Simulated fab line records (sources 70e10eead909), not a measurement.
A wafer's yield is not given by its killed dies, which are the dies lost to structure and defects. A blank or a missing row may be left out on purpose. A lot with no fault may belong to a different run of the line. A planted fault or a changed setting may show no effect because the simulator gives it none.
Problem report in the 8D (eight disciplines) form, filled by code :: flow nand_harc :: the parts of the form that need people (team, actions taken, sign-off) are left out

== 1. WHAT IS WRONG ==
killed_dies at NHARC_END_SORT_01 reads a mean of 677 on 2 wafers of 1 lot; wafers without a fault read 66 with a standard deviation of 22. Measured from the usual mean, that is +28 standard deviations.
First observed at day 31 04:26: wafer L778.3, on prober-02. The record holds 3 wafers of 1 lot with a number at this step. The rule behind "out" and "out of limits": a value lying over 4 standard deviations away from the usual mean. The rest of the wafers with a number are treated as sound.

== 2. WHAT THIS IS AND IS NOT ==
question: which readings at this step
is: killed_dies, killed_at_array
is not: killed_at_other, killed_at_periphery, killed_open, killed_short

question: which lots
is: L778
is not: -

question: which wafers of those lots
is: L778.3, L778.4
is not: L778.5

question: read on which gauges
is: prober-02
is not: -

question: when
is: from day 31 04:26
is not: up to then (0 sound wafers); but 1 sound wafer of L778 came after

== 3. SUSPECTS, AND WHAT RULES EACH OUT ==
Counting: if a tool at a process step up to the reading ran every lot that is out, it stays a suspect. Sound lots after the first of them don't rule it out here, since some wafers of a struck lot are sound.
- the gauge at NHARC_END_SORT_01 has been ruled out. All the wafers that are out were read on prober-02, but those of them that NHARC_A_CHANNEL_HOLE_D2_ETCH_16 has rows for are out there too, on other tools.
- rie_diel-02 at NHARC_A_CHANNEL_HOLE_D2_DESCUM_15 (chemistry O2, time 3 s): kept. It ran the lot that is out, L778 (day 19 12:38).
- rie_diel-02 at NHARC_A_CHANNEL_HOLE_D2_ETCH_38 (etches the open film in CF4, target depth 39 nm, time 65 s): kept. It ran the lot that is out, L778 (day 19 12:43).
- rie_diel-02 at NHARC_A_CHANNEL_HOLE_D2_ETCH_39 (etches the open film in N2/H2, target depth 260 nm, time 325 s): kept. It ran the lot that is out, L778 (day 19 13:19). Because NHARC_A_CHANNEL_HOLE_D2_ETCH_39 lacks a start for some lots, the hours and order of its lots are taken from NHARC_A_CHANNEL_HOLE_D2_ETCH_16.
- rie_diel-02 at NHARC_A_CHANNEL_HOLE_D2_ETCH_34 (etches the open film in CF4/CHF3, target depth 154 nm, time 77 s): kept. It ran the lot that is out, L778 (day 19 13:19). Because NHARC_A_CHANNEL_HOLE_D2_ETCH_34 lacks a start for some lots, the hours and order of its lots are taken from NHARC_A_CHANNEL_HOLE_D2_ETCH_16.
- rie_diel-02 at NHARC_A_CHANNEL_HOLE_D2_ETCH_16 (etches the open film in O2/COS, target depth 3100 nm, time 806 s): kept. It ran the lot that is out, L778 (day 19 13:19). Its own oes_product_au readings are out on those wafers.
- Within rie_diel-02 at NHARC_A_CHANNEL_HOLE_D2_DESCUM_15: the wafers that are out ran in chamber 0; their sound lot-mates ran in chamber 2.
- Within rie_diel-02 at NHARC_A_CHANNEL_HOLE_D2_ETCH_39: the wafers that are out ran in chambers 0, 3; their sound lot-mates ran in chamber 2.
- Within rie_diel-02 at NHARC_A_CHANNEL_HOLE_D2_ETCH_16: the wafers that are out ran in chamber 3; their sound lot-mates ran in chamber 0.
Left after counting: rie_diel-02 at NHARC_A_CHANNEL_HOLE_D2_DESCUM_15, rie_diel-02 at NHARC_A_CHANNEL_HOLE_D2_ETCH_38, rie_diel-02 at NHARC_A_CHANNEL_HOLE_D2_ETCH_39, rie_diel-02 at NHARC_A_CHANNEL_HOLE_D2_ETCH_34, rie_diel-02 at NHARC_A_CHANNEL_HOLE_D2_ETCH_16.

== 4. THE CAUSE (what the simulator had put in) ==
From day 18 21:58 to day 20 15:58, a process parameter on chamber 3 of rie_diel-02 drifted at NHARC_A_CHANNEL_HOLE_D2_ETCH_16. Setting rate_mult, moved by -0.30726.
Counting leaves 5 suspects; this tool is one of them.

== 5. THE EFFECT CHAIN, in route order ==
Rows list readings where the struck wafers' mean (over those with a number) sits beyond 3 standard deviations from the usual. Scope: only readings with a usual standard deviation given in the record; hours: median across lots of the time from each lot's start at the first step in this table that gives one to its start at this step; sigmas: change in usual standard deviations.
hours: 0
step: NHARC_A_CHANNEL_HOLE_D2_ETCH_16
reading: oes_product_au
usual: 1.002 a.u.
on struck wafers: 0.802
change: -0.200
sigmas: -25

hours: 279
step: NHARC_END_SORT_01
reading: killed_at_array
usual: 61
on struck wafers: 668
change: +606
sigmas: +26

hours: 279
step: NHARC_END_SORT_01
reading: killed_dies
usual: 66
on struck wafers: 677
change: +611
sigmas: +28
Here are the process steps it includes:
- NHARC_A_CHANNEL_HOLE_D2_ETCH_16: etches the open film in O2/COS, target depth 3100 nm, time 806 s.

== 6. HOW IT WOULD HAVE BEEN CAUGHT EARLIER ==
Counted from the fault's start at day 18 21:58, it took 294 hours until the first out-of-limits reading at a measuring or inspecting step in this record, taken at day 31 04:26.
The tool's own readings at NHARC_A_CHANNEL_HOLE_D2_ETCH_16 were out on every struck wafer that the step has a row for (oes_product_au): an alarm limit on them would have fired on the first of those.
By day 31 04:26 the whole set of lots that are out, 1 in number, had already begun NHARC_A_CHANNEL_HOLE_D2_ETCH_16 on rie_diel-02. None of them would have been spared by holding the tool at that moment.
